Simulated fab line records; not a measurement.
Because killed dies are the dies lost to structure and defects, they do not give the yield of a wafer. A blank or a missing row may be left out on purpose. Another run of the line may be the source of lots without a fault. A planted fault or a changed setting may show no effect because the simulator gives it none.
Chamber matching || flow nand_harc || 4 sister chambers for NHARC_A_CHANNEL_HOLE_D2_DESCUM_15 on rie_diel-01
The step chemistry O2, time 3 s. 4 wafers are shown with their chamber, then 8 later ones without.

== WAFERS, EACH WITH ITS CHAMBER ==
{"wafer": "L090.2", "chamber": 1, "showerhead_plenum_p_Torr (Torr)": 1.80}
{"wafer": "L090.4", "chamber": 2, "showerhead_plenum_p_Torr (Torr)": 1.81}
{"wafer": "L090.5", "chamber": 3, "showerhead_plenum_p_Torr (Torr)": 2.01}
{"wafer": "L092.4", "chamber": 0, "showerhead_plenum_p_Torr (Torr)": 1.95}

== WAFERS WITH NO CHAMBER GIVEN ==
{"wafer": "L092.5", "showerhead_plenum_p_Torr (Torr)": 1.95}
{"wafer": "L092.6", "showerhead_plenum_p_Torr (Torr)": 2.00}
{"wafer": "L095.4", "showerhead_plenum_p_Torr (Torr)": 1.81}
{"wafer": "L095.5", "showerhead_plenum_p_Torr (Torr)": 2.00}
{"wafer": "L095.6", "showerhead_plenum_p_Torr (Torr)": 1.95}
{"wafer": "L097.2", "showerhead_plenum_p_Torr (Torr)": 1.80}
{"wafer": "L097.3", "showerhead_plenum_p_Torr (Torr)": 1.95}
{"wafer": "L097.5", "showerhead_plenum_p_Torr (Torr)": 1.81}

== THE CHAMBER EACH PASSED THROUGH ==
{"wafer": "L092.5", "from the rows above": 0, "in truth": 0}
{"wafer": "L092.6", "from the rows above": 3, "in truth": 3}
{"wafer": "L095.4", "from the rows above": 2, "in truth": 2}
{"wafer": "L095.5", "from the rows above": 3, "in truth": 3}
{"wafer": "L095.6", "from the rows above": 0, "in truth": 0}
{"wafer": "L097.2", "from the rows above": 1, "in truth": 1}
{"wafer": "L097.3", "from the rows above": 0, "in truth": 0}
{"wafer": "L097.5", "from the rows above": 2, "in truth": 2}
Correct placement for 8 of the 8. Can't be placed from these rows: 0. Number placed wrongly: 0.
How it was worked out, from the rows above alone: a wafer's distance from a chamber is the root of the sum, over the readings, of the square of ((its reading less the chamber's mean) divided by the reading's scatter). If the next closest chamber is less than 2 further off than the closest, the wafer can't be placed; otherwise it belongs to the closest. Each chamber's mean is taken over the wafers shown for it. The scatter: root of mean squared gap, hidden wafer to nearest shown wafer, with one shown wafer a chamber.
